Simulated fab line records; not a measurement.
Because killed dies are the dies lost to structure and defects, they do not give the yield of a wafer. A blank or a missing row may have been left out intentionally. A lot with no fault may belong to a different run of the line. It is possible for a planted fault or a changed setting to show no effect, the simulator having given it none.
Chamber matching / flow nand harc / NHARC_P_M0_STRIP_18 on rie diel-11: 4 sister chambers
The step strips in N2/H2. 8 wafers are shown with their chamber, then 12 later ones without.

WAFERS, EACH WITH ITS CHAMBER
wafer=L087.1; chamber=3; showerhead plenum p Torr (Torr)=2.14; rf vpp V (V)=90.9
wafer=L087.3; chamber=0; showerhead plenum p Torr (Torr)=2.19; rf vpp V (V)=91.7
wafer=L087.5; chamber=0; showerhead plenum p Torr (Torr)=2.19; rf vpp V (V)=92.1
wafer=L089.2; chamber=2; showerhead plenum p Torr (Torr)=2.12; rf vpp V (V)=91.1
wafer=L089.6; chamber=1; showerhead plenum p Torr (Torr)=1.97; rf vpp V (V)=90.7
wafer=L090.1; chamber=2; showerhead plenum p Torr (Torr)=2.12; rf vpp V (V)=90.2
wafer=L090.4; chamber=1; showerhead plenum p Torr (Torr)=1.97; rf vpp V (V)=89.6
wafer=L090.5; chamber=3; showerhead plenum p Torr (Torr)=2.13; rf vpp V (V)=90.4

WAFERS WITH NO CHAMBER GIVEN
wafer=L092.4; showerhead plenum p Torr (Torr)=2.13; rf vpp V (V)=92.4
wafer=L092.5; showerhead plenum p Torr (Torr)=2.18; rf vpp V (V)=91.4
wafer=L092.6; showerhead plenum p Torr (Torr)=2.13; rf vpp V (V)=90.6
wafer=L094.1; showerhead plenum p Torr (Torr)=1.97; rf vpp V (V)=90.9
wafer=L094.4; showerhead plenum p Torr (Torr)=2.18; rf vpp V (V)=90.2
wafer=L094.5; showerhead plenum p Torr (Torr)=2.12; rf vpp V (V)=91.3
wafer=L095.1; showerhead plenum p Torr (Torr)=2.12; rf vpp V (V)=90.7
wafer=L095.3; showerhead plenum p Torr (Torr)=2.18; rf vpp V (V)=92.4
wafer=L095.4; showerhead plenum p Torr (Torr)=2.13; rf vpp V (V)=90.8
wafer=L097.2; showerhead plenum p Torr (Torr)=2.18; rf vpp V (V)=90.7
wafer=L097.4; showerhead plenum p Torr (Torr)=2.12; rf vpp V (V)=92.5
wafer=L097.5; showerhead plenum p Torr (Torr)=2.12; rf vpp V (V)=91.0

WHICH CHAMBER EACH WENT THROUGH
wafer=L092.4; from the rows above=can't be placed: 3 or 2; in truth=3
wafer=L092.5; from the rows above=0; in truth=0
wafer=L092.6; from the rows above=can't be placed: 3 or 2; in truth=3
wafer=L094.1; from the rows above=1; in truth=1
wafer=L094.4; from the rows above=0; in truth=0
wafer=L094.5; from the rows above=2; in truth=2
wafer=L095.1; from the rows above=2; in truth=2
wafer=L095.3; from the rows above=0; in truth=0
wafer=L095.4; from the rows above=can't be placed: 3 or 2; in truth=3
wafer=L097.2; from the rows above=0; in truth=0
wafer=L097.4; from the rows above=2; in truth=2
wafer=L097.5; from the rows above=2; in truth=2
Placed correctly: 9 of 12. Cannot be placed on the basis of these rows: 3; the candidates contain the true chamber in 3. Wrongly placed: 0.
How it was worked out, from the rows above alone: a wafer's distance from a chamber is the root of the sum, over the readings, of the square of ((its reading less the chamber's mean) divided by the reading's scatter). The wafer belongs to the nearest chamber; if the next one is less than 2 further off, it can't be placed. Each chamber's mean is taken over the wafers shown for it. The scatter: the root of (the sum of the squares of (reading less its chamber's mean) over the shown wafers, divided by (wafers less chambers)).
